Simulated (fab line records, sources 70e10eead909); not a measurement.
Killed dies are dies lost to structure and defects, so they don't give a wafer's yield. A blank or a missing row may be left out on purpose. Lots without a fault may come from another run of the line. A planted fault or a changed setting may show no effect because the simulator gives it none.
Which tool did it? | flow nand_harc | 11 lots, 33 wafers sampled, at 5 steps of a route of 1302

WHAT THE GAUGES READ, wafer by wafer
NHARC_END_SORT_01.
lot  | measured     | on        | killed_at_array | killed_at_other | killed_at_periphery | killed_dies | killed_open | killed_short
L686 | day 24 12:43 | prober-01 | 37 52 45        | 0 1 0           | 5 1 5               | 42 54 50    | 3 2 2       | 3 1 1
L687 | day 24 22:21 | prober-02 | 26 32 35        | 0 2 1           | 4 9 6               | 30 43 42    | 1 3 5       | 3 3 2
L688 | day 25 12:11 | prober-01 | 37 69 61        | 2 0 1           | 2 4 3               | 41 73 65    | 4 1 4       | 3 2 3
L691 | day 26 14:56 | prober-01 | 42 47 52        | 1 0 0           | 2 0 0               | 45 47 52    | 3 1 0       | 3 2 3
L695 | day 28 15:27 | prober-01 | 41 43 35        | 1 4 3           | 7 8 4               | 49 55 42    | 6 4 2       | 4 3 3
L700 | day 29 22:22 | prober-01 | 667 668 671     | 0 1 0           | 10 8 6              | 677 677 677 | 7 2 0       | 4 3 2
L699 | day 30 14:13 | prober-02 | 675 675 676     | 0 0 1           | 2 2 0               | 677 677 677 | 1 5 2       | 3 2 7
L704 | day 31 17:18 | prober-02 | 25 33 22        | 0 0 0           | 11 9 6              | 36 42 28    | 5 3 8       | 2 4 1
L705 | day 32 19:23 | prober-01 | 64 76 68        | 0 0 0           | 2 4 4               | 66 80 72    | 3 5 1       | 3 2 2
L706 | day 33 01:31 | prober-01 | 37 34 22        | 0 0 0           | 11 14 8             | 48 48 30    | 5 4 3       | 2 1 1
L709 | day 33 11:23 | prober-01 | 73 52 49        | 1 0 1           | 3 3 2               | 77 55 52    | 3 2 4       | 2 4 1

WHICH TOOL RAN EACH LOT (tool, then ch and the chambers of the sampled wafers, then the start)
lot  | NHARC_A_CONTACT_ETCH_110           | NHARC_A_BLC_STRIP_21               | NHARC_A_BLC_ALD_23                  | NHARC_A_BLC_CVD_24
L686 | rie_diel-02 ch 0,1,2, day 22 00:58 | rie_diel-04 ch 0,1, day 22 05:32   | ald_metal-02 ch 0,1,3, day 22 06:17 | cvd_w-02 ch 0, day 24 12:43 or earlier
L687 | rie_diel-02 ch 0,1,2, day 22 21:22 | rie_diel-04 ch 0,1,2, day 23 01:20 | ald_metal-02 ch 0,1,2, day 23 02:00 | cvd_w-02 ch 0,1, day 24 22:21 or earlier
L688 | rie_diel-02 ch 0,2, day 23 03:55   | rie_diel-07 ch 1,2,3, day 23 07:58 | ald_metal-01 ch 0,1,2, day 23 08:38 | cvd_w-02 ch 0,1, day 25 12:11 or earlier
L691 | rie_diel-02 ch 0,2, day 24 18:17   | rie_diel-07 ch 0,1, day 24 22:16   | ald_metal-01 ch 1,2,3, day 24 22:56 | cvd_w-02 ch 0,1, day 26 14:56 or earlier
L695 | rie_diel-02 ch 0,2,3, day 26 15:23 | rie_diel-07 ch 0,2,3, day 26 19:14 | ald_metal-01 ch 0,3, day 26 19:53   | cvd_w-01 ch 0,1, day 28 15:27 or earlier
L700 | rie_diel-02 ch 0,1,3, day 28 00:02 | rie_diel-11 ch 0,2,3, day 28 04:02 | ald_metal-01 ch 1,2,3, day 28 04:42 | cvd_w-02 ch 0,1, day 29 22:22 or earlier
L699 | rie_diel-01 ch 1,2,3, day 28 14:52 | rie_diel-11 ch 1,2,3, day 28 18:51 | ald_metal-01 ch 0,1,3, day 28 19:31 | cvd_w-02 ch 0,1, day 30 14:13 or earlier
L704 | rie_diel-01 ch 0,1,3, day 29 20:37 | rie_diel-11 ch 0,1,2, day 30 01:20 | ald_metal-04 ch 2,3, day 30 01:59   | cvd_w-02 ch 0, day 31 17:18 or earlier
L705 | rie_diel-02 ch 0,1, day 30 12:19   | rie_diel-07 ch 1,2,3, day 30 16:22 | ald_metal-04 ch 0,2, day 30 17:01   | cvd_w-02 ch 0,1, day 32 19:23 or earlier
L706 | rie_diel-02 ch 1,2,3, day 30 13:50 | rie_diel-11 ch 0,1, day 30 17:52   | ald_metal-01 ch 0,1,2, day 30 18:34 | cvd_w-01 ch 0,1, day 33 01:31 or earlier
L709 | rie_diel-02 ch 2,3, day 31 13:08   | rie_diel-07 ch 1,2,3, day 31 17:09 | ald_metal-01 ch 0,1,3, day 31 17:49 | cvd_w-02 ch 0,1, day 33 11:23 or earlier
- NHARC_A_CONTACT_ETCH_110: etches the open film in CF4/O2, target depth 60 nm, overetch 6 nm, time 33 s.
- NHARC_A_BLC_STRIP_21: strips in O2.
- NHARC_A_BLC_ALD_23: deposits TiN, target thk 3 nm, pulse time 1 s, ald cycles 150.
- NHARC_A_BLC_CVD_24: deposits W, target thk 150 nm, time 434 s.

WHAT THE TOOLS THEMSELVES READ (means of the sampled wafers that have a number; where no wafer has one, the mark that the record gives instead)
NHARC_A_CONTACT_ETCH_110.
lot  | tool        | drypump_motor_current_A (A) | o2_flow_sccm (sccm) | oes_f_703_au (a.u.) | oes_product_au (a.u.) | rf_vpp_V (V) | showerhead_plenum_p_Torr (Torr) | throttle_valve_pct (%)
L686 | rie_diel-02 | 5.3                         | 20.05               | 1.001               | 1.005                 | 196.6        | 1.30                            | 13.394
L687 | rie_diel-02 | 5.3                         | 19.98               | 1.001               | 1.013                 | 197.1        | 1.30                            | 13.396
L688 | rie_diel-02 | 5.0                         | 20.00               | 1.001               | 1.023                 | 197.1        | 1.30                            | 13.402
L691 | rie_diel-02 | 5.1                         | 19.97               | 1.005               | 1.015                 | 196.7        | 1.27                            | 13.393
L695 | rie_diel-02 | 5.5                         | 20.01               | 1.003               | 1.006                 | 198.5        | 1.36                            | 13.404
L700 | rie_diel-02 | 5.7                         | 20.01               | 0.998               | 1.011                 | 198.3        | 1.32                            | 13.397
L699 | rie_diel-01 | 5.8                         | 19.98               | 0.998               | 1.000                 | 196.9        | 1.33                            | 13.399
L704 | rie_diel-01 | 5.4                         | 20.06               | 0.998               | 1.004                 | 197.5        | 1.36                            | 13.389
L705 | rie_diel-02 | 5.5                         | 20.10               | 0.999               | 1.009                 | 196.8        | 1.33                            | 13.391
L706 | rie_diel-02 | 5.8                         | 19.94               | 0.997               | 1.009                 | 198.2        | 1.36                            | 13.396
L709 | rie_diel-02 | 6.1                         | 20.02               | 0.999               | 1.002                 | 198.8        | 1.35                            | 13.397

NHARC_A_BLC_STRIP_21.
lot  | tool        | drypump_motor_current_A (A) | o2_flow_sccm (sccm) | oes_product_au (a.u.) | rf_vpp_V (V) | showerhead_plenum_p_Torr (Torr) | throttle_valve_pct (%)
L686 | rie_diel-04 | 5.7                         | 500.4               | 1.001                 | 57.7         | 3.48                            | 17.035
L687 | rie_diel-04 | 5.8                         | 500.6               | 0.997                 | 57.6         | 3.43                            | 17.034
L688 | rie_diel-07 | 5.1                         | 497.6               | 1.008                 | 57.8         | 3.32                            | 17.028
L691 | rie_diel-07 | 5.5                         | 499.7               | 1.027                 | 57.3         | 3.39                            | 17.027
L695 | rie_diel-07 | 5.3                         | 500.7               | 0.993                 | 56.4         | 3.36                            | 17.031
L700 | rie_diel-11 | 6.2                         | 501.4               | 0.987                 | 57.8         | 3.50                            | 17.031
L699 | rie_diel-11 | 6.0                         | 500.3               | 0.990                 | 58.3         | 3.64                            | 17.033
L704 | rie_diel-11 | 6.1                         | 500.6               | 0.996                 | 58.2         | 3.55                            | 17.032
L705 | rie_diel-07 | 5.1                         | 499.8               | 0.997                 | 57.8         | 3.31                            | 17.025
L706 | rie_diel-11 | 6.5                         | 498.1               | 1.001                 | 56.8         | 3.44                            | 17.038
L709 | rie_diel-07 | 5.1                         | 500.7               | 0.998                 | 57.9         | 3.31                            | 17.027

NHARC_A_BLC_ALD_23.
lot  | tool         | heater_power_outer_w (W) | heater_power_w (W) | precursor_pulse_height_rel | susceptor_temp_C (C)
L686 | ald_metal-02 | 748                      | 1198               | 1.019                      | 450.09
L687 | ald_metal-02 | 765                      | 1224               | 1.006                      | 449.93
L688 | ald_metal-01 | 638                      | 1049               | 0.994                      | 450.12
L691 | ald_metal-01 | 674                      | 1108               | 0.970                      | 450.30
L695 | ald_metal-01 | 727                      | 1103               | 1.012                      | 449.75
L700 | ald_metal-01 | -                        | -                  | -                          | -
L699 | ald_metal-01 | -                        | -                  | -                          | -
L704 | ald_metal-04 | 729                      | 1183               | 0.999                      | 450.21
L705 | ald_metal-04 | 747                      | 1130               | 1.019                      | 450.12
L706 | ald_metal-01 | 622                      | 1054               | 0.990                      | 450.17
L709 | ald_metal-01 | 692                      | 1130               | 1.005                      | 449.90

NHARC_A_BLC_CVD_24.
lot  | tool     | heater_power_w (W) | susceptor_temp_C (C) | throttle_valve_pct (%)
L686 | cvd_w-02 | 505                | -                    | 7.78
L687 | cvd_w-02 | 540                | -                    | 7.83
L688 | cvd_w-02 | 556                | 300.17               | 8.15
L691 | cvd_w-02 | 535                | 300.10               | 8.08
L695 | cvd_w-01 | 477                | 299.83               | 8.15
L700 | cvd_w-02 | 503                | 300.21               | 7.87
L699 | cvd_w-02 | 550                | 299.97               | 7.85
L704 | cvd_w-02 | 482                | 299.93               | 7.80
L705 | cvd_w-02 | 552                | 300.10               | 7.98
L706 | cvd_w-01 | 479                | 299.95               | 8.42
L709 | cvd_w-02 | 557                | 299.87               | 7.88

THE ANSWER, worked out from the rows above alone
Rule: what is usual is taken from the lots themselves. Put in order of their means at a reading, lots are off if they are a third of the lots or fewer, leave a main group of 4 or more, and stand apart from it by a gap of 3 or more times the standard deviation of the main group's means; of several such gaps the widest counts. A main group whose means are all the same, to the digits that the tables above print for the reading, isn't used. A lot without any number at a reading at which 4 lots or more have one is off too. The other lots that the step has rows for count as sound. The gauges are gone through in route order, then the tools' own readings, and for those a lot's mean is taken as printed above. The first step at which some lot is off is used, and at that step the reading that is off furthest; a lot without a number counts as furthest.
Off: L700, L699, at NHARC_END_SORT_01 (killed_dies). The main group: mean 51, standard deviation 11.
A tool fits if, at a process step before that reading, it ran every lot that is off, and no sound lot after the first of them. The gauges at NHARC_END_SORT_01 aren't tried: what is off there is off at NHARC_A_BLC_ALD_23 too, on other tools, and a gauge's error can't cause that. NHARC_A_BLC_CVD_24 gives no start for some lots, so the hours and the order of its lots are those of NHARC_END_SORT_01. None of those tried fits.

WHAT THE SIMULATOR HAD PUT IN
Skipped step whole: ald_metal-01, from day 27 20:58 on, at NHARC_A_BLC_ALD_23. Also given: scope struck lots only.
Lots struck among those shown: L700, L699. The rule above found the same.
